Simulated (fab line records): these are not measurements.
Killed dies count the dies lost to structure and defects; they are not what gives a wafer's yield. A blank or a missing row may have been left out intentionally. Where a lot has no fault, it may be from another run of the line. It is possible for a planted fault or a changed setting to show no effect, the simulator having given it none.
Chamber matching	flow n5 finfet	3 sister chambers for N5_BEOL_M0_SAQP_ILD_DEP_01 on pecvd-03
The step deposits SiOC from DEMS/O2, target thk 45.419 nm, time 8.7 s. 3 wafers are shown with their chamber, then 10 later ones without.

== WAFERS PAIRED WITH THEIR CHAMBERS ==
wafer	chamber	throttle valve pct (%)
L083.4	2	10.9
L088.1	1	12.9
L088.3	0	12.8

== WAFERS WHOSE CHAMBER IS MISSING ==
wafer	throttle valve pct (%)
L088.4	10.8
L093.1	11.1
L093.2	12.7
L093.5	12.6
L095.4	12.7
L095.5	11.0
L095.6	12.6
L096.3	10.8
L096.5	12.5
L096.6	11.0

== THE CHAMBER EACH PASSED THROUGH ==
wafer	from the rows above	in truth
L088.4	2	2
L093.1	2	2
L093.2	can't be placed: 0 or 1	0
L093.5	can't be placed: 0 or 1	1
L095.4	can't be placed: 0 or 1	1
L095.5	2	2
L095.6	can't be placed: 0 or 1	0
L096.3	2	2
L096.5	can't be placed: 0 or 1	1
L096.6	2	2
Correct placement for 5 of the 10. Can't be placed from these rows: 5 (the true chamber is among the candidates in 5). Wrongly placed: 0.
How it was worked out, from the rows above alone: a wafer's distance from a chamber is the root of the sum, over the readings, of the square of ((its reading less the chamber's mean) divided by the reading's scatter). If the next closest chamber is less than 2 further off than the closest, the wafer can't be placed; otherwise it belongs to the closest. Each chamber's mean is taken over the wafers shown for it. The scatter: with one shown wafer a chamber, the root of the mean of the squares of how far each hidden wafer lies from its nearest shown one.
